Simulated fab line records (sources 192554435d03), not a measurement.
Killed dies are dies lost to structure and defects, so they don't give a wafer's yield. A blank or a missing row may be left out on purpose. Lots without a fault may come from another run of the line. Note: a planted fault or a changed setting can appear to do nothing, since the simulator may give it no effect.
fab line records | flow n5Finfet | part 1 of 2: steps 1 to 4 of 6
record: lots: 23 | wafers: 69 | lastDay: 18
route steps=1938 shown BEOL_M4@1038 BEOL_M5@1132
lots that met no fault: taken from a fault-free run of the same line
startH: hours from the record's opening day to when the first of the lot's shown wafers began | waitH: time in hours since the lot's previous step | " the same as in the row above | L1.1+2: a single row standing in for several wafers | - value missing, or start not given | * or withheld: withheld | < > ~ a bound
route shown NAME@n: NAME is a module with steps in the file, n the number in the route of the first one | usual: mean/standard deviation taken from wafers without a fault | same: alike in all rows | chamber/n: place in a boat | sites: each site's reading | _std_site: the standard deviation of these | _edge_site: inner sites' mean taken away from outer sites' mean | radiusMm: for every site, how far away it sits from the centre of the wafer | mask NAME#n: copy n | behind: tool/chamber where the wafer was last shaped | hold: what put the lot on hold/how long, in hours/how the hold closed | device: the transistor (n, p or np) that didn't switch | end of line: the route-end tests of the same wafers | a step with no rows: only its recipe | killed: at the first sort, the dies lost to defects and structure; wafer yield is something else | map: a wafer's dies, marking killed ones x, the rest . and places with no die _
set.NAME: the setting the step ran with; set.NAME@STEP: the setting that earlier step ran with | model.NAME: the simulator's own value behind a step, which no gauge read
the route's steps for a sample of lots (tables are steps, rows are wafers)
services: when a tool's chamber went out of use (startH, in hours from the record's first day, below 0 if earlier), for how many hours, and the reason
== steps ==
step: N5_BEOL_M4_ETCH_74
recipe: chemistry: N2/H2 | target: underlayer | targetDepthA: 65 | maskMaterial: CAR-EUV | timeS: 5.2 | ionEnergyEv: 200 | pressureMtorr: 30 | sourceW: 840 | biasW: 150 | n2FlowSccm: 200 | h2FlowSccm: 200 | ends: cleared
usual: drypumpMotorCurrentA: 5.8/0.55 | etchRfOnTimeS: 5.22/0.11 | oesProductAu: 0.66/0.055 | rfVppV: 523.3/2.3 | showerheadPlenumPTorr: 2.52/0.068 | throttleValvePct: 17.9/0.3
lot.wafer | tool       | chamber | startH | waitH | drypumpMotorCurrentA | etchRfOnTimeS | oesProductAu | rfHoursCounterH | rfVppV | showerheadPlenumPTorr | throttleValvePct
L075.2    | rieDiel-01 | 2       | 159.83 | 0.0   | 5.1                  | 5.23          | 0.67         | 88              | 522.8  | 2.47                  | 17.8
L075.4    | "          | 0       | "      | "     | 5.3                  | 5.21          | 0.75         | 41              | 525.5  | 2.56                  | 17.6
L075.5    | "          | 2       | "      | "     | 5.2                  | 5.17          | 0.69         | -               | 521.1  | 2.47                  | 17.8
L074.2    | rieDiel-04 | 1       | 163.64 | 0.0   | 6.0                  | 5.32          | 0.60         | 212             | 523.4  | 2.52                  | 18.3
L074.3    | "          | 0       | "      | "     | 6.8                  | 5.25          | 0.62         | 194             | 520.9  | 2.40                  | 18.1
L074.6    | "          | 1       | "      | "     | 6.0                  | 5.35          | 0.60         | -               | 522.2  | 2.52                  | 18.3
L076.1    | rieDiel-01 | 3       | 164.82 | 0.0   | 6.2                  | 5.31          | 0.69         | 56              | 526.3  | 2.59                  | 17.5
L076.4    | "          | 2       | "      | "     | 5.1                  | 5.21          | 0.68         | 90              | 521.8  | 2.47                  | 17.8
L076.5    | "          | 2       | "      | "     | 5.1                  | 5.22          | 0.68         | -               | 519.8  | 2.47                  | 17.8
L077.3    | rieDiel-04 | 1       | 181.80 | 0.0   | 6.0                  | 5.20          | 0.60         | 219             | 521.5  | 2.52                  | 18.3
L077.5    | "          | 0       | "      | "     | 6.8                  | 5.23          | 0.61         | -               | 518.8  | 2.40                  | 18.1
L077.6    | "          | 1       | "      | "     | 6.0                  | 5.18          | 0.61         | -               | 522.6  | 2.52                  | 18.3
L079.2    | rieDiel-01 | 0       | 200.95 | 0.0   | 5.3                  | 5.35          | 0.71         | 55              | 524.2  | 2.56                  | 17.6
L079.3    | "          | 1       | "      | "     | 5.5                  | 5.31          | 0.68         | 78              | 524.1  | 2.58                  | 17.7
L079.6    | "          | 1       | "      | "     | 5.5                  | 5.31          | 0.68         | -               | 523.8  | 2.58                  | 17.6
L078.1    | rieDiel-01 | 2       | 202.04 | 0.0   | 5.1                  | 5.21          | 0.67         | 102             | 523.0  | 2.46                  | 17.8
L078.2    | "          | 0       | "      | "     | 5.3                  | 5.30          | 0.72         | 55              | 524.6  | 2.55                  | 17.6
L078.5    | "          | 3       | "      | "     | 6.2                  | 5.37          | 0.67         | -               | 527.0  | 2.59                  | 17.5
L080.2    | rieDiel-02 | 2       | 202.70 | 0.0   | 5.8                  | 5.01          | 0.65         | 183             | 528.9  | 2.63                  | 17.8
L080.3    | "          | 3       | "      | "     | 5.0                  | 5.05          | 0.62         | 188             | 523.2  | 2.53                  | 18.4
L080.5    | "          | 0       | "      | "     | 5.6                  | 5.38          | 0.59         | -               | 526.4  | 2.62                  | 18.3
L082.3    | rieDiel-04 | 3       | 206.56 | 0.0   | 5.3                  | 5.22          | 0.64         | 176             | 522.7  | 2.44                  | 18.2
L082.5    | "          | 2       | "      | "     | 6.2                  | 5.04          | 0.74         | -               | 523.6  | 2.47                  | 17.6
L082.6    | "          | 1       | "      | "     | 6.0                  | 5.29          | 0.60         | -               | 521.3  | 2.51                  | 18.3
L081.1    | rieDiel-01 | 2       | 208.15 | 0.0   | 5.1                  | 5.22          | 0.67         | 104             | 521.6  | 2.46                  | 17.8
L081.3    | "          | 1       | "      | "     | 5.5                  | 5.26          | 0.68         | 82              | 525.0  | 2.57                  | 17.6
L081.6    | "          | 1       | "      | "     | 5.5                  | 5.24          | 0.68         | -               | 524.7  | 2.58                  | 17.6
L083.1    | rieDiel-01 | 2       | 210.83 | 0.0   | 5.2                  | 5.25          | 0.67         | 106             | 521.2  | 2.46                  | 17.8
L083.2    | "          | 0       | "      | "     | 5.3                  | 5.33          | 0.71         | 59              | 526.3  | 2.55                  | 17.6
L083.6    | "          | 0       | "      | "     | 5.3                  | 5.34          | 0.72         | -               | 523.5  | 2.55                  | 17.6
L085.1    | rieDiel-02 | 1       | 221.94 | 0.0   | 6.6                  | 5.23          | 0.60         | 180             | 524.3  | 2.53                  | 18.2
L085.3    | "          | 3       | "      | "     | 5.1                  | 5.13          | 0.62         | 196             | 523.3  | 2.53                  | 18.4
L085.6    | "          | 1       | "      | "     | 6.6                  | 5.17          | 0.60         | -               | 524.0  | 2.53                  | 18.3
L086.3    | rieDiel-04 | 0       | 237.05 | 0.0   | 6.8                  | 5.16          | 0.60         | 219             | 519.4  | 2.39                  | 18.2
L086.4    | "          | 1       | "      | "     | 6.0                  | 5.20          | 0.61         | 237             | 524.2  | 2.51                  | 18.4
L086.5    | "          | 0       | "      | "     | 6.8                  | 5.17          | 0.60         | -               | 521.5  | 2.39                  | 18.2
L087.2    | rieDiel-02 | 0       | 243.00 | 0.0   | 5.6                  | 5.36          | 0.76         | 7               | 528.2  | 2.62                  | 17.8
L087.3    | "          | 1       | "      | "     | 6.6                  | 5.14          | 0.60         | 189             | 522.9  | 2.53                  | 18.2
L087.5    | "          | 3       | "      | "     | 5.0                  | 5.10          | 0.61         | -               | 522.8  | 2.53                  | 18.4
L088.3    | rieDiel-02 | 1       | 244.40 | 0.0   | 6.6                  | 5.14          | 0.60         | 189             | 523.4  | 2.53                  | 18.2
L088.5    | "          | 0       | "      | "     | 5.6                  | 5.36          | 0.77         | -               | 525.5  | 2.62                  | 17.8
L088.6    | "          | 3       | "      | "     | 5.0                  | 5.11          | 0.62         | -               | 522.8  | 2.53                  | 18.4
L089.1    | rieDiel-01 | 3       | 252.71 | 0.0   | 6.2                  | 5.28          | 0.66         | 84              | 522.1  | 2.58                  | 17.5
L089.2    | "          | 2       | "      | "     | 5.2                  | 5.19          | 0.65         | 116             | 521.0  | 2.46                  | 17.8
L089.3    | "          | 0       | "      | "     | 5.4                  | 5.24          | 0.71         | 70              | 524.8  | 2.55                  | 17.6
L090.2    | rieDiel-01 | 2       | 257.54 | 0.0   | 5.1                  | 5.24          | 0.65         | 118             | 519.5  | 2.46                  | 17.8
L090.3    | "          | 3       | "      | "     | 6.2                  | 5.35          | 0.66         | 86              | 525.5  | 2.58                  | 17.5
L090.4    | "          | 1       | "      | "     | 5.5                  | 5.26          | 0.67         | 96              | 526.5  | 2.57                  | 17.7
L091.1    | rieDiel-01 | 0       | 265.50 | 0.0   | 5.3                  | 5.27          | 0.71         | 75              | 523.7  | 2.55                  | 17.6
L091.2    | "          | 3       | "      | "     | 6.3                  | 5.32          | 0.67         | 89              | 525.7  | 2.58                  | 17.5
L091.4    | "          | 1       | "      | "     | 5.4                  | 5.27          | 0.67         | 98              | 523.8  | 2.57                  | 17.7
L092.1    | rieDiel-04 | 0       | 271.57 | 0.0   | 6.8                  | 5.25          | 0.59         | 232             | 521.8  | 2.39                  | 18.2
L092.2    | "          | 1       | "      | "     | 6.0                  | 5.37          | 0.59         | 250             | 522.4  | 2.50                  | 18.4
L092.3    | "          | 3       | "      | "     | 5.3                  | 5.25          | 0.62         | 199             | 520.5  | 2.43                  | 18.2
L095.2    | rieDiel-01 | 0       | 283.44 | 0.0   | 5.3                  | 5.38          | 0.69         | 81              | 525.8  | 2.54                  | 17.6
L095.3    | "          | 2       | "      | "     | 5.1                  | 5.31          | 0.64         | 126             | 521.7  | 2.45                  | 17.8
L095.6    | "          | 0       | "      | "     | 5.3                  | 5.31          | 0.69         | -               | 522.4  | 2.54                  | 17.6
L093.1    | rieDiel-04 | 2       | 290.25 | 0.0   | 6.2                  | 5.11          | 0.70         | 88              | 522.4  | 2.46                  | 17.6
L093.3    | "          | 3       | "      | "     | 5.3                  | 5.19          | 0.62         | 207             | 520.1  | 2.42                  | 18.2
L093.5    | "          | 0       | "      | "     | 6.8                  | 5.24          | 0.58         | -               | 520.3  | 2.38                  | 18.2
L094.1    | rieDiel-02 | 3       | 294.30 | 0.0   | 5.0                  | 5.06          | 0.60         | 222             | 522.1  | 2.52                  | 18.4
L094.4    | "          | 0       | "      | "     | 5.6                  | 5.33          | 0.74         | 21              | 526.4  | 2.61                  | 17.9
L094.5    | "          | 3       | "      | "     | 5.0                  | 5.03          | 0.61         | -               | 525.6  | 2.52                  | 18.5
L096.1    | rieDiel-02 | 2       | 296.71 | 0.0   | 5.8                  | 5.03          | 0.61         | 220             | 524.5  | 2.61                  | 17.9
L096.3    | "          | 3       | "      | "     | 5.0                  | 5.03          | 0.60         | 223             | 519.8  | 2.52                  | 18.4
L096.4    | "          | 0       | "      | "     | 5.6                  | 5.37          | 0.75         | 22              | 524.1  | 2.61                  | 17.9
L097.3    | rieDiel-04 | 3       | 301.61 | 0.0   | 5.3                  | 5.19          | 0.62         | 212             | 518.7  | 2.42                  | 18.2
L097.5    | "          | 1       | "      | "     | 6.0                  | 5.27          | 0.82         | -               | 521.4  | 2.50                  | 18.0
L097.6    | "          | 2       | "      | "     | 6.2                  | 5.07          | 0.69         | -               | 520.7  | 2.46                  | 17.6
step: N5_BEOL_M4_DESCUM_33
recipe: chemistry: O2 | timeS: 7 | sourcePowerW: 50 | biasPowerW: 20 | pressureMtorr: 20 | rfFrequencyHz: 2.712e+07 | tempC: 40 | resist: CAR-EUV | o2FlowSccm: 225
usual: drypumpMotorCurrentA: 5.8/0.56 | oesProductAu: 0.76/0.061 | rfVppV: 242.9/1.2 | showerheadPlenumPTorr: 2.08/0.058 | throttleValvePct: 20.54/0.28
lot.wafer | tool       | chamber | startH | waitH | drypumpMotorCurrentA | oesProductAu | rfHoursCounterH | rfVppV | showerheadPlenumPTorr | throttleValvePct
L075.2    | rieDiel-04 | 1       | 160.94 | 0.0   | 6.0                  | 0.72         | 211             | 241.7  | 2.09                  | 20.93
L075.4    | "          | 0       | "      | "     | 6.8                  | 0.72         | 193             | 241.2  | 1.99                  | 20.81
L075.5    | "          | 0       | "      | "     | 6.8                  | 0.72         | -               | 243.7  | 1.99                  | 20.80
L074.2    | rieDiel-02 | 0       | 164.48 | 0.0   | 5.6                  | 0.73         | 234             | 244.0  | 2.17                  | 20.82
L074.3    | "          | 1       | "      | "     | 6.6                  | 0.74         | 160             | 242.5  | 2.08                  | 20.63
L074.6    | "          | 1       | "      | "     | 6.6                  | 0.74         | -               | 241.5  | 2.08                  | 20.62
L076.1    | rieDiel-02 | 2       | 166.11 | 0.5   | 5.8                  | 0.76         | 171             | 243.0  | 2.17                  | 20.43
L076.4    | "          | 3       | "      | "     | 5.0                  | 0.74         | 176             | 241.7  | 2.06                  | 20.72
L076.5    | "          | 3       | "      | "     | 5.0                  | 0.74         | -               | 244.7  | 2.06                  | 20.71
L077.3    | rieDiel-02 | 2       | 182.77 | 0.0   | 5.8                  | 0.75         | 177             | 243.9  | 2.17                  | 20.43
L077.5    | "          | 0       | "      | "     | 5.6                  | 0.71         | -               | 243.6  | 2.16                  | 20.82
L077.6    | "          | 1       | "      | "     | 6.6                  | 0.72         | -               | 241.8  | 2.08                  | 20.64
L079.2    | rieDiel-04 | 1       | 201.79 | 0.0   | 6.0                  | 0.71         | 225             | 243.6  | 2.08                  | 20.95
L079.3    | "          | 2       | "      | "     | 6.1                  | 0.86         | 54              | 243.6  | 2.03                  | 20.11
L079.6    | "          | 0       | "      | "     | 6.8                  | 0.69         | -               | 242.2  | 1.99                  | 20.83
L078.1    | rieDiel-02 | 2       | 203.02 | 0.0   | 5.8                  | 0.75         | 183             | 244.6  | 2.17                  | 20.45
L078.2    | "          | 0       | "      | "     | 5.6                  | 0.72         | 247             | 244.9  | 2.16                  | 20.84
L078.5    | "          | 1       | "      | "     | 6.6                  | 0.72         | -               | 242.2  | 2.08                  | 20.65
L080.2    | rieDiel-01 | 1       | 203.58 | 0.0   | 5.4                  | 0.80         | 79              | 243.2  | 2.14                  | 20.42
L080.3    | "          | 0       | "      | "     | 5.3                  | 0.84         | 56              | 242.7  | 2.12                  | 20.41
L080.5    | "          | 3       | "      | "     | 6.2                  | 0.81         | -               | 245.3  | 2.11                  | 19.95
L082.3    | rieDiel-01 | 3       | 207.50 | 0.1   | 6.3                  | 0.81         | 71              | 242.7  | 2.11                  | 19.94
L082.5    | "          | 1       | "      | "     | 5.4                  | 0.81         | -               | 242.5  | 2.14                  | 20.43
L082.6    | "          | 2       | "      | "     | 5.2                  | 0.78         | -               | 242.9  | 2.03                  | 20.47
L081.1    | rieDiel-02 | 1       | 209.15 | 0.0   | 6.6                  | 0.73         | 175             | 242.6  | 2.08                  | 20.67
L081.3    | "          | 0       | "      | "     | 5.6                  | 0.71         | 249             | 244.2  | 2.16                  | 20.85
L081.6    | "          | 3       | "      | "     | 5.0                  | 0.72         | -               | 242.4  | 2.06                  | 20.73
L083.1    | rieDiel-01 | 1       | 211.80 | 0.0   | 5.4                  | 0.80         | 83              | 244.0  | 2.14                  | 20.44
L083.2    | "          | 0       | "      | "     | 5.3                  | 0.85         | 59              | 243.5  | 2.12                  | 20.44
L083.6    | "          | 0       | "      | "     | 5.3                  | 0.85         | -               | 244.3  | 2.12                  | 20.42
L085.1    | rieDiel-02 | 3       | 222.79 | 0.0   | 5.1                  | 0.72         | 196             | 244.1  | 2.05                  | 20.75
L085.3    | "          | 1       | "      | "     | 6.6                  | 0.72         | 181             | 242.6  | 2.08                  | 20.67
L085.6    | "          | 2       | "      | "     | 5.8                  | 0.74         | -               | 243.8  | 2.16                  | 20.45
L086.3    | rieDiel-02 | 2       | 238.07 | 0.1   | 5.8                  | 0.74         | 198             | 246.9  | 2.16                  | 20.46
L086.4    | "          | 1       | "      | "     | 6.6                  | 0.71         | 187             | 242.9  | 2.07                  | 20.69
L086.5    | "          | 2       | "      | "     | 5.8                  | 0.73         | -               | 244.9  | 2.16                  | 20.49
L087.2    | rieDiel-01 | 1       | 244.02 | 0.0   | 5.5                  | 0.80         | 90              | 243.4  | 2.14                  | 20.45
L087.3    | "          | 2       | "      | "     | 5.1                  | 0.78         | 113             | 242.6  | 2.03                  | 20.48
L087.5    | "          | 3       | "      | "     | 6.2                  | 0.81         | -               | 244.2  | 2.11                  | 19.97
L088.3    | rieDiel-04 | 3       | 245.25 | 0.0   | 5.3                  | 0.74         | 190             | 242.0  | 2.00                  | 20.67
L088.5    | "          | 1       | "      | "     | 6.0                  | 0.70         | -               | 244.3  | 2.08                  | 20.97
L088.6    | "          | 0       | "      | "     | 6.8                  | 0.70         | -               | 240.4  | 1.98                  | 20.85
L089.1    | rieDiel-04 | 2       | 253.71 | 0.0   | 6.1                  | 0.84         | 73              | 244.3  | 2.02                  | 20.11
L089.2    | "          | 3       | "      | "     | 5.3                  | 0.74         | 193             | 241.1  | 2.00                  | 20.68
L089.3    | "          | 1       | "      | "     | 6.0                  | 0.70         | 244             | 243.1  | 2.08                  | 20.99
L090.2    | rieDiel-04 | 2       | 258.38 | 0.0   | 6.2                  | 0.83         | 75              | 241.0  | 2.02                  | 20.14
L090.3    | "          | 1       | "      | "     | 6.0                  | 0.69         | 245             | 242.7  | 2.08                  | 20.99
L090.4    | "          | 3       | "      | "     | 5.3                  | 0.73         | 194             | 240.1  | 2.00                  | 20.67
L091.1    | rieDiel-04 | 2       | 266.35 | 0.0   | 6.1                  | 0.83         | 78              | 240.8  | 2.02                  | 20.12
L091.2    | "          | 0       | "      | "     | 6.8                  | 0.70         | 230             | 242.0  | 1.98                  | 20.84
L091.4    | "          | 1       | "      | "     | 6.0                  | 0.69         | 248             | 242.5  | 2.08                  | 20.97
L092.1    | rieDiel-02 | 2       | 272.55 | 0.1   | 5.8                  | 0.73         | 210             | 244.6  | 2.16                  | 20.48
L092.2    | "          | 1       | "      | "     | 6.6                  | 0.71         | 200             | 241.6  | 2.07                  | 20.70
L092.3    | "          | 3       | "      | "     | 5.0                  | 0.70         | 214             | 243.1  | 2.05                  | 20.77
L095.2    | rieDiel-01 | 2       | 284.47 | 0.1   | 5.2                  | 0.77         | 126             | 243.7  | 2.02                  | 20.51
L095.3    | "          | 1       | "      | "     | 5.5                  | 0.78         | 104             | 244.4  | 2.14                  | 20.47
L095.6    | "          | 3       | "      | "     | 6.2                  | 0.78         | -               | 244.1  | 2.10                  | 19.98
L093.1    | rieDiel-04 | 0       | 291.13 | 0.0   | 6.8                  | 0.69         | 240             | 240.5  | 1.98                  | 20.86
L093.3    | "          | 2       | "      | "     | 6.2                  | 0.82         | 88              | 241.5  | 2.02                  | 20.15
L093.5    | "          | 0       | "      | "     | 6.8                  | 0.68         | -               | 241.6  | 1.98                  | 20.87
L094.1    | rieDiel-01 | 1       | 295.14 | 0.0   | 5.5                  | 0.77         | 107             | 243.5  | 2.13                  | 20.46
L094.4    | "          | 2       | "      | "     | 5.1                  | 0.77         | 130             | 242.5  | 2.02                  | 20.51
L094.5    | "          | 0       | "      | "     | 5.3                  | 0.82         | -               | 243.1  | 2.11                  | 20.46
L096.1    | rieDiel-01 | 2       | 297.71 | 0.0   | 5.1                  | 0.75         | 130             | 241.9  | 2.02                  | 20.52
L096.3    | "          | 3       | "      | "     | 6.2                  | 0.79         | 98              | 243.6  | 2.10                  | 19.98
L096.4    | "          | 1       | "      | "     | 5.4                  | 0.78         | 108             | 244.1  | 2.13                  | 20.47
L097.3    | rieDiel-04 | 2       | 303.28 | 0.6   | 6.1                  | 0.81         | 93              | 242.6  | 2.01                  | 20.16
L097.5    | "          | 1       | "      | "     | 6.0                  | 0.97         | -               | 243.3  | 2.07                  | 20.65
L097.6    | "          | 2       | "      | "     | 6.1                  | 0.81         | -               | 241.8  | 2.01                  | 20.16
step: N5_BEOL_M4_ANNEAL_91
recipe: tempC: 400 | timeS: 240 | ambient: vacuum
usual: heaterPowerW: 838/75
lot.wafer | tool          | chamber | startH | waitH | heaterPowerW
L075.2    | pvdSputter-01 | -       | 175.08 | 0.0   | 780
L075.4    | "             | -       | "      | "     | 803
L075.5    | "             | -       | "      | "     | 792
L074.2    | pvdSputter-02 | -       | 178.25 | 0.0   | 811
L074.3    | "             | -       | "      | "     | 804
L074.6    | "             | -       | "      | "     | 804
L076.1    | pvdSputter-03 | -       | 179.94 | 0.0   | 852
L076.4    | "             | -       | "      | "     | 869
L076.5    | "             | -       | "      | "     | 839
L077.3    | pvdSputter-03 | -       | 189.26 | 0.0   | 838
L077.5    | "             | -       | "      | "     | 830
L077.6    | "             | -       | "      | "     | 883
L079.2    | pvdSputter-01 | -       | 207.64 | 0.0   | 784
L079.3    | "             | -       | "      | "     | 863
L079.6    | "             | -       | "      | "     | 873
L078.1    | pvdSputter-01 | -       | 212.28 | 0.0   | 817
L078.2    | "             | -       | "      | "     | 885
L078.5    | "             | -       | "      | "     | 799
L080.2    | pvdSputter-02 | -       | 212.61 | 0.0   | 1051
L080.3    | "             | -       | "      | "     | 806
L080.5    | "             | -       | "      | "     | 803
L082.3    | pvdSputter-03 | -       | 212.65 | 0.0   | 684
L082.5    | "             | -       | "      | "     | 851
L082.6    | "             | -       | "      | "     | 874
L081.1    | pvdSputter-02 | -       | 214.55 | 0.0   | 804
L081.3    | "             | -       | "      | "     | 897
L081.6    | "             | -       | "      | "     | 805
L083.1    | pvdSputter-02 | -       | 216.43 | 0.0   | 1024
L083.2    | "             | -       | "      | "     | 800
L083.6    | "             | -       | "      | "     | 803
L085.1    | pvdSputter-03 | -       | 231.39 | 0.0   | 880
L085.3    | "             | -       | "      | "     | 683
L085.6    | "             | -       | "      | "     | 690
L086.3    | pvdSputter-01 | -       | 245.20 | 0.0   | 914
L086.4    | "             | -       | "      | "     | 798
L086.5    | "             | -       | "      | "     | 798
L087.2    | pvdSputter-01 | -       | 250.31 | 0.0   | 797
L087.3    | "             | -       | "      | "     | 810
L087.5    | "             | -       | "      | "     | 795
L088.3    | pvdSputter-01 | -       | 254.68 | 0.0   | 807
L088.5    | "             | -       | "      | "     | 788
L088.6    | "             | -       | "      | "     | 798
L089.1    | pvdSputter-01 | -       | 258.26 | 0.0   | 905
L089.2    | "             | -       | "      | "     | 793
L089.3    | "             | -       | "      | "     | 789
L090.2    | pvdSputter-01 | -       | 266.53 | 0.0   | 792
L090.3    | "             | -       | "      | "     | 800
L090.4    | "             | -       | "      | "     | 872
L091.1    | pvdSputter-02 | -       | 271.67 | 0.0   | 909
L091.2    | "             | -       | "      | "     | 1014
L091.4    | "             | -       | "      | "     | 798
L092.1    | pvdSputter-03 | -       | 277.14 | 0.0   | 681
L092.2    | "             | -       | "      | "     | 850
L092.3    | "             | -       | "      | "     | 889
L095.2    | pvdSputter-02 | -       | 291.54 | 0.0   | 893
L095.3    | "             | -       | "      | "     | 799
L095.6    | "             | -       | "      | "     | 897
L093.1    | pvdSputter-01 | -       | 295.06 | 0.0   | 802
L093.3    | "             | -       | "      | "     | 787
L093.5    | "             | -       | "      | "     | 791
L094.1    | pvdSputter-01 | -       | 300.71 | 0.0   | 800
L094.4    | "             | -       | "      | "     | 886
L094.5    | "             | -       | "      | "     | 799
L096.1    | pvdSputter-03 | -       | 303.68 | 0.0   | 699
L096.3    | "             | -       | "      | "     | 903
L096.4    | "             | -       | "      | "     | 865
L097.3    | pvdSputter-03 | -       | 307.78 | 0.0   | 855
L097.5    | "             | -       | "      | "     | 690
L097.6    | "             | -       | "      | "     | 834
step: N5_BEOL_M4_SPUTTER_96
recipe: material: Cu | targetThkA: 45 | tempC: -20 | chamberPressurePa: 0.07 | powerW: withheld | timeS: 8.29
usual: throttleValvePct: 29.4/1.2
lot.wafer | tool          | chamber | startH | waitH | throttleValvePct
L075.2    | pvdSputter-01 | -       | 175.66 | 0.1   | 30.1
L075.4    | "             | -       | "      | "     | 27.3
L075.5    | "             | -       | "      | "     | 30.4
L074.2    | pvdSputter-02 | -       | 178.83 | 0.1   | 28.1
L074.3    | "             | -       | "      | "     | 29.8
L074.6    | "             | -       | "      | "     | 29.7
L076.1    | pvdSputter-03 | -       | 180.52 | 0.1   | 30.1
L076.4    | "             | -       | "      | "     | 29.7
L076.5    | "             | -       | "      | "     | 30.3
L077.3    | pvdSputter-03 | -       | 189.84 | 0.1   | 30.2
L077.5    | "             | -       | "      | "     | 29.4
L077.6    | "             | -       | "      | "     | 30.3
L079.2    | pvdSputter-01 | -       | 208.22 | 0.1   | 30.1
L079.3    | "             | -       | "      | "     | 29.3
L079.6    | "             | -       | "      | "     | 29.4
L078.1    | pvdSputter-01 | -       | 212.86 | 0.1   | 27.5
L078.2    | "             | -       | "      | "     | 29.5
L078.5    | "             | -       | "      | "     | 30.3
L080.2    | pvdSputter-02 | -       | 213.19 | 0.1   | 30.3
L080.3    | "             | -       | "      | "     | 28.1
L080.5    | "             | -       | "      | "     | 28.2
L082.3    | pvdSputter-03 | -       | 213.23 | 0.1   | 26.9
L082.5    | "             | -       | "      | "     | 30.3
L082.6    | "             | -       | "      | "     | 29.2
L081.1    | pvdSputter-02 | -       | 215.13 | 0.1   | 28.2
L081.3    | "             | -       | "      | "     | 30.7
L081.6    | "             | -       | "      | "     | 28.4
L083.1    | pvdSputter-02 | -       | 217.01 | 0.1   | 30.4
L083.2    | "             | -       | "      | "     | 29.8
L083.6    | "             | -       | "      | "     | 29.7
L085.1    | pvdSputter-03 | -       | 231.97 | 0.1   | 29.2
L085.3    | "             | -       | "      | "     | 27.4
L085.6    | "             | -       | "      | "     | 27.3
L086.3    | pvdSputter-01 | -       | 245.78 | 0.1   | 29.5
L086.4    | "             | -       | "      | "     | 27.0
L086.5    | "             | -       | "      | "     | 29.8
L087.2    | pvdSputter-01 | -       | 250.89 | 0.1   | 30.2
L087.3    | "             | -       | "      | "     | 27.4
L087.5    | "             | -       | "      | "     | 30.1
L088.3    | pvdSputter-01 | -       | 255.26 | 0.1   | 30.0
L088.5    | "             | -       | "      | "     | 27.5
L088.6    | "             | -       | "      | "     | 29.7
L089.1    | pvdSputter-01 | -       | 258.84 | 0.1   | 29.4
L089.2    | "             | -       | "      | "     | 30.0
L089.3    | "             | -       | "      | "     | 30.3
L090.2    | pvdSputter-01 | -       | 267.11 | 0.1   | 30.3
L090.3    | "             | -       | "      | "     | 29.7
L090.4    | "             | -       | "      | "     | 29.4
L091.1    | pvdSputter-02 | -       | 272.25 | 0.1   | 30.8
L091.2    | "             | -       | "      | "     | 30.3
L091.4    | "             | -       | "      | "     | 29.9
L092.1    | pvdSputter-03 | -       | 277.72 | 0.1   | 27.4
L092.2    | "             | -       | "      | "     | 30.3
L092.3    | "             | -       | "      | "     | 29.2
L095.2    | pvdSputter-02 | -       | 292.12 | 0.1   | 31.0
L095.3    | "             | -       | "      | "     | 30.1
L095.6    | "             | -       | "      | "     | 30.8
L093.1    | pvdSputter-01 | -       | 295.64 | 0.1   | 29.9
L093.3    | "             | -       | "      | "     | 30.3
L093.5    | "             | -       | "      | "     | 30.2
L094.1    | pvdSputter-01 | -       | 301.29 | 0.1   | 27.5
L094.4    | "             | -       | "      | "     | 29.5
L094.5    | "             | -       | "      | "     | 30.3
L096.1    | pvdSputter-03 | -       | 304.26 | 0.1   | 27.2
L096.3    | "             | -       | "      | "     | 29.2
L096.4    | "             | -       | "      | "     | 30.4
L097.3    | pvdSputter-03 | -       | 308.36 | 0.1   | 30.3
L097.5    | "             | -       | "      | "     | 27.4
L097.6    | "             | -       | "      | "     | 29.7
